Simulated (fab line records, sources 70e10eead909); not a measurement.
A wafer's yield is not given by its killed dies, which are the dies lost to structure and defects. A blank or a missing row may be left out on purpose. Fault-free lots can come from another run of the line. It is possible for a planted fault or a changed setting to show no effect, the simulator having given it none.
8D (eight disciplines) problem report, filled in by code | flow nand_harc | the parts of the form that need people (team, actions taken, sign-off) are left out

## 1. PROBLEM STATEMENT
thk_nm at NHARC_A_SOURCE_PLATE_THK_MEAS_06 reads a mean of 294.2 nm on 6 wafers of 2 lots; wafers without a fault read 199.0 nm with a standard deviation of 2.4. Measured from the usual mean, that is +40 standard deviations.
The step: measures by ellipsometry.
Earliest sighting: wafer L929.2 on film_metro-02 at day 8 22:30. Wafers with a number at this step in the record: 39, from 13 lots. By rule, "out" or "out of limits" means more than 4 standard deviations away from the usual mean. The other wafers with a number count as sound.

## 2. WHAT IT IS, WHAT IT ISN'T
question                    | is                           | is not
which readings at this step | thk_nm                       | -
which lots                  | L929, L930                   | L926, L927, L936, L940, L941, L942, L944, L945, L946, L947, L948
which wafers of those lots  | all that have a number       | -
read on which gauges        | film_metro-01, film_metro-02 | -
when                        | from day 8 22:30             | up to then (6 sound wafers); but 27 sound wafers of L936, L940, L941, L942, L944, L945, L946, L947, L948 came after

## 3. SUSPECTS, AND WHAT RULES EACH OUT
Counting: a tool at a process step up to the reading stays a suspect if it ran every lot that is out and no sound lot after the first of them.
- the gauge at NHARC_A_SOURCE_PLATE_THK_MEAS_06: ruled out. The wafers that are out were read on 2 gauges (film_metro-01, film_metro-02).
- lpcvd_poly-01 at NHARC_A_SOURCE_PLATE_CVD_03 (deposits poly-Si, target thk 200 nm, time 4000 s): ruled out as a lasting fault. After its first lot that is out, L929 (day 8 11:23), sound lots L936, L941, L942, L944, L947 ran on it.
Left after counting: nothing in the record.

## 4. THE CAUSE (what the simulator had put in)
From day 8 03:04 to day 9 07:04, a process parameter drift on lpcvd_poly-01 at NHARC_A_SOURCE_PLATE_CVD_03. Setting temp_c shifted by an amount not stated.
It was ruled out by counting, in error; the rule expects a fault to strike all lots run on its tool from its start on, and this fault did not.

## 5. SEQUENCE OF EFFECTS, ordered by route
One row per reading whose mean, taken over the struck wafers that have a number, lies over 3 standard deviations from the usual. Only readings for which the record gives a usual standard deviation are gone through. hours: the time from each lot's start at the first step in this table that gives one to its start at this step, as a median over the lots. sigmas: the change in usual standard deviations.
hours | step                             | reading           | usual    | on struck wafers | change | sigmas
0     | NHARC_A_SOURCE_PLATE_CVD_03      | spike_tc_bottom_C | 641.2 C  | 660.3            | +19.1  | +8.7
0     | NHARC_A_SOURCE_PLATE_CVD_03      | spike_tc_centre_C | 621.2 C  | 638.4            | +17.1  | +13
0     | NHARC_A_SOURCE_PLATE_CVD_03      | spike_tc_lower_C  | 620.3 C  | 637.5            | +17.2  | +18
0     | NHARC_A_SOURCE_PLATE_CVD_03      | spike_tc_top_C    | 637.7 C  | 654.2            | +16.5  | +12
0     | NHARC_A_SOURCE_PLATE_CVD_03      | spike_tc_upper_C  | 620.1 C  | 638.1            | +18.0  | +14
11    | NHARC_A_SOURCE_PLATE_THK_MEAS_06 | thk_nm            | 199.0 nm | 294.2            | +95.2  | +40
Process steps it contains:
- NHARC_A_SOURCE_PLATE_CVD_03: deposits poly-Si, target thk 200 nm, time 4000 s.
Later steps that measure or inspect, where all struck wafers having a row at the step show a number for every such reading and not one has moved that far: NHARC_A_ONON_D1_THK_MEAS_05, NHARC_A_ONON_D1_THK_MEAS_14, NHARC_END_SORT_01.

## 6. WHAT WOULD HAVE CAUGHT IT SOONER
19 hours passed between the start of the fault at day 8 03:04 and the first reading out of limits at a measuring or inspecting step in this record, taken at day 8 22:30.
At NHARC_A_SOURCE_PLATE_CVD_03, the tool's own readings (spike_tc_bottom_C, spike_tc_centre_C, spike_tc_lower_C, spike_tc_top_C, spike_tc_upper_C) were out on each struck wafer the step has a row for, so an alarm limit on them would have fired on the first such wafer.
